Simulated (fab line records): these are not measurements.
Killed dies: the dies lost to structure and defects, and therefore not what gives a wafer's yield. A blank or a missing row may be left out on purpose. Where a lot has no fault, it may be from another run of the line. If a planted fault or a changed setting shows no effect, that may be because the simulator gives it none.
A struck lot beside a sound one ; flow n5_finfet ; 16 out of 1938 route steps
Sound: these wafers, L894.1, L894.2, L894.5. Struck: wafers L906.1, L906.2, L906.3. The cause is given at the end.
For every step that has rows: the tool of each side, followed by ch and its chambers, followed by its first start. Under that, the readings that differ: sound wafers ; struck wafers ; difference of the means ; sigmas: that difference in standard deviations of wafers without a fault.
alike: readings whose means differ by less than 2 such deviations, and words and numbers that are the same on both sides. not compared: withheld readings, readings that some wafer has no value for, bounds like >300 that may hide the same value, and numbers for which the record gives no deviation and whose values overlap.
The two part at a step that has a row with sigmas, a row that says differs or no value, or rows on one side only. Numbers that have no deviation but don't overlap get no sigmas and don't part them. Lack of a reading on every wafer of one side parts them only where that side has two or more wafers.

first, 2 steps without rows for these wafers: N5_ILD0_FCVD_FILL_01 (material SiO2 flowable, target thk 200 nm, time 328.3 s); N5_ILD0_CURE_02 (time 1800 s).
N5_ILD0_CMP_03: polishes, stops on SiNx, t overpolish 1.9 s, target thk 197.38 nm.
  sound on cmp-02 ch 0,1, day 4 08:59; struck on cmp-02 ch 0,2,3, day 7 08:11
  alike: motor_current_A, overpolish_run_s, slurry_flow_ml_min, time_to_endpoint_s
N5_ILD0_THK_MEAS_04:
  sound: film_metro-02 at day 4 09:16; struck: film_metro-02 at day 7 08:29
  alike: thk_nm
N5_ILD0_CMP_07: polishes SiO2 flowable, stops on poly-Si, t overpolish 1.18 s, target thk 138.88 nm.
  sound on cmp-03 ch 1,2, day 4 09:18; struck on cmp-03 ch 0,2,3, day 7 08:34
  alike: motor_current_A, slurry_flow_ml_min
N5_ILD0_THK_MEAS_08:
  sound: film_metro-02 at day 4 09:36; struck: film_metro-01 at day 7 08:49
reading;sound;struck;difference;sigmas
thk_nm (nm);141.1 141.3 141.0;138.3 138.3 138.5;-2.8;-3
then, 1 step without rows for these wafers: N5_ILD0_PRECLEAN_10 (cleans in NF3:NH3, afs cycles 5, time 20 s, sublimation time 60 s).
N5_ILD0_ALD_15: deposits SiNx, target thk 24 nm, pulse time 1 s, ald cycles 480.
  sound on ald_sin-04 ch 1,2,3, day 4 10:19; struck on ald_sin-03 ch 0,1,2, day 7 09:32
  alike: heater_power_w, precursor_pulse_height_rel
N5_ILD0_CMP_12: polishes SiNx, stops on poly-Si, t overpolish 6 s, target thk 17.67 nm.
  sound on cmp-02 ch 0,2,3, day 4 12:31; struck on cmp-03 ch 0,1,3, day 7 11:44
  alike: motor_current_A, overpolish_run_s, slurry_flow_ml_min, time_to_endpoint_s
N5_ILD0_THK_MEAS_13:
  sound: film_metro-01 at day 4 12:49; struck: film_metro-02 at day 7 12:01
reading;sound;struck;difference;sigmas
thk_nm (nm);19.6 20.4 20.8;17.2 17.5 18.8;-2.4;-2
N5_ILD0_INSPECT_06: inspects for defects (darkfield).
  sound: defect_inspect-01 at day 4 12:50; struck: defect_inspect-01 at day 7 12:03
  alike: raw_defect_count
N5_SDB_HM_DEP_00: deposits SiNx from SiH4/NH3/N2, target thk 40 nm, time 35.3 s.
  sound on pecvd-04 ch 0,1,2, day 4 12:52; struck on pecvd-04 ch 0,1,2, day 7 12:05
  alike: heater_power_w, showerhead_plenum_p_Torr, throttle_valve_pct
N5_SDB_COAT_03: time 60 s, resist thk 100 nm.
  sound on litho_track-04 ch 0, day 4 12:57; struck on litho_track-04 ch 0, day 7 12:10
reading;sound;struck;difference;sigmas
heater_power_total_W (W);500.2 499.4 502.3;850.3 852.6 852.2;+351.1;+99 or more
plate_temp_C (C);249.80 249.84 249.93;269.76 270.05 269.90;+20.05;+99 or more
then, 1 step without rows for these wafers: N5_SDB_COAT_04 (time 60 s, resist thk 18 nm).
-- the record jumps here: 5 days lie between the struck wafers' starts before and after (it left off in module SDB and takes up again in module BEOL_M4, whose first step shown is number 1111 of the route) --
N5_BEOL_M4_RC_MEAS_101:
  sound on prober-02 ch 0, day 8 16:40; struck on prober-01 ch 0, day 12 22:23
reading;sound;struck;difference;sigmas
IOFF_P (nA/um);0.14 0.14 0.16;0.23 0.22 0.26;+0.09;+3
VT_N (mV);254 255 254;248 247 247;-7;-2
VT_P (mV);-256 -257 -253;-249 -246 -247;+8;+3
  alike: DIBL_N, DIBL_P, IOFF_N, ION_N, ION_P, SS_N, SS_P
after that, 1 step had no rows for these wafers: N5_PASSIVATION_PROBE_49.

WHERE THEY PART
Earliest at N5_ILD0_THK_MEAS_08; latest, in this record, at N5_BEOL_M4_RC_MEAS_101.

WHY: whatever the simulator had introduced
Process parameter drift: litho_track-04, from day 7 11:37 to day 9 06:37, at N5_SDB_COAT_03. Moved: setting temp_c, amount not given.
